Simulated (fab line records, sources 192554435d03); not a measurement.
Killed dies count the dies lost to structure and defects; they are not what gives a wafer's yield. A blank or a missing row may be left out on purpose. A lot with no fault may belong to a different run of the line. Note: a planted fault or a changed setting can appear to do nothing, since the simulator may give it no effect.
Chamber matching | flow n5Finfet | N5_BEOL_M11_CMP_52 on cmp-01 has 4 sister chambers
The step polishes, stops on SiCOH lowk, t overpolish 7 s, target thk 140 nm. 8 wafers are shown with their chamber, then 9 later ones without.

## WAFERS PAIRED WITH THEIR CHAMBERS
wafer  | chamber | motorCurrentA (A) | edgeZonePressureFrac
L078.2 | 2       | 6.6               | 0.996
L088.4 | 0       | 5.9               | 0.991
L087.1 | 3       | 7.0               | 0.998
L087.3 | 2       | 7.3               | 1.001
L087.5 | 1       | 5.1               | 1.002
L093.4 | 3       | 7.3               | 1.007
L093.5 | 0       | 6.0               | 1.004
L093.6 | 1       | 5.3               | 1.000

## WAFERS MISSING THEIR CHAMBER
wafer  | motorCurrentA (A) | edgeZonePressureFrac
L094.2 | 7.1               | 1.001
L094.3 | 5.2               | 1.005
L094.4 | 6.6               | 1.004
L095.1 | 7.0               | 1.003
L095.4 | 6.9               | 1.002
L095.5 | 5.3               | 0.998
L096.1 | 6.0               | 0.989
L096.2 | 7.1               | 1.001
L096.6 | 7.1               | 1.002

## CHAMBER TAKEN BY EACH
wafer  | from the rows above          | in truth
L094.2 | can't be placed: 3 or 2      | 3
L094.3 | 1                            | 1
L094.4 | can't be placed: 2 or 3 or 0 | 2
L095.1 | can't be placed: 3 or 2      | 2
L095.4 | can't be placed: 2 or 3      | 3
L095.5 | can't be placed: 1 or 0      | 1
L096.1 | 0                            | 0
L096.2 | can't be placed: 3 or 2      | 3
L096.6 | can't be placed: 3 or 2      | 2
Correctly placed: 2 of 9. Not placeable from these rows: 7 (in 7, the candidates include the true chamber). Number placed wrongly: 0.
How it was worked out, from the rows above alone: a wafer's distance from a chamber is the root of the sum, over the readings, of the square of ((its reading less the chamber's mean) divided by the reading's scatter). The wafer belongs to the nearest chamber; if the next one is less than 2 further off, it can't be placed. The mean given for a chamber averages the wafers shown for that chamber. How the scatter is found: for the shown wafers, subtract from each reading the mean of its chamber, square and add these, divide the total by (wafers less chambers), then take the root.
